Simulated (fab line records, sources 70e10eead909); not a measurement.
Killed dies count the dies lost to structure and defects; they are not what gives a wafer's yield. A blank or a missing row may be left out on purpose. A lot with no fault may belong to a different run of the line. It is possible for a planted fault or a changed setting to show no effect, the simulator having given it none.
Which tool did it? :: flow nand_harc :: Sampling: 6 lots, 18 wafers, 3 of 1159 route steps

WHAT THE GAUGES READ, wafer by wafer
NHARC_THIN_TSV_CD_MEAS_12: target cd 1000 nm.
lot: L623
measured: day 19 01:17
on: cd_sem-02
cd_nm (nm): 997.3 995.8 992.9

lot: L626
measured: day 19 03:39
on: cd_sem-01
cd_nm (nm): 997.0 1000.4 998.2

lot: L629
measured: day 20 10:52
on: cd_sem-03
cd_nm (nm): 998.7 998.0 993.4

lot: L632
measured: day 20 13:08
on: cd_sem-02
cd_nm (nm): 999.2 1003.2 996.5

lot: L630
measured: day 20 16:24
on: cd_sem-01
cd_nm (nm): 998.5 999.3 999.0

lot: L638
measured: day 22 21:37
on: cd_sem-03
cd_nm (nm): 995.4 998.2 998.7

WHAT TOOL EACH LOT RAN ON (gives the tool, then ch and the chambers of the sampled wafers, and finally the start)
lot: L623
NHARC_A_BLC_STRIP_21: rie_diel-08 ch 0,3, day 17 09:46
NHARC_A_BONDPAD_DEGAS_25: pvd_sputter-02, day 18 05:05

lot: L626
NHARC_A_BLC_STRIP_21: rie_diel-08 ch 0,1,3, day 17 15:26
NHARC_A_BONDPAD_DEGAS_25: pvd_sputter-03, day 18 11:21

lot: L629
NHARC_A_BLC_STRIP_21: rie_diel-06 ch 0,1, day 19 02:31
NHARC_A_BONDPAD_DEGAS_25: pvd_sputter-03, day 19 19:15

lot: L632
NHARC_A_BLC_STRIP_21: rie_diel-06 ch 0,1,3, day 19 10:08
NHARC_A_BONDPAD_DEGAS_25: pvd_sputter-03, day 19 23:12

lot: L630
NHARC_A_BLC_STRIP_21: rie_diel-06 ch 0,1,2, day 19 12:18
NHARC_A_BONDPAD_DEGAS_25: pvd_sputter-01, day 20 01:28

lot: L638
NHARC_A_BLC_STRIP_21: rie_diel-06 ch 1,2,3, day 21 05:49
NHARC_A_BONDPAD_DEGAS_25: pvd_sputter-01, day 22 04:02
- NHARC_A_BLC_STRIP_21: strips in O2.
- NHARC_A_BONDPAD_DEGAS_25: time 60 s.

THE ANSWER, worked out from the rows above alone
Rule: usual is defined by the lots themselves. Put in order of their means at a reading, lots are off if they are a third of the lots or fewer, leave a main group of 4 or more, and stand apart from it by a gap of 3 or more times the standard deviation of the main group's means; of several such gaps the widest counts. A main group is skipped when, at the precision printed for the reading in the tables above, its means are all equal. Also off: a lot with no number at a reading for which 4 or more lots have one. Where the step has rows for the other lots, those lots are counted as sound.
Across all readings shown, no lot is off: no conclusion can be drawn from this.

WHAT WAS PUT IN BY THE SIMULATOR
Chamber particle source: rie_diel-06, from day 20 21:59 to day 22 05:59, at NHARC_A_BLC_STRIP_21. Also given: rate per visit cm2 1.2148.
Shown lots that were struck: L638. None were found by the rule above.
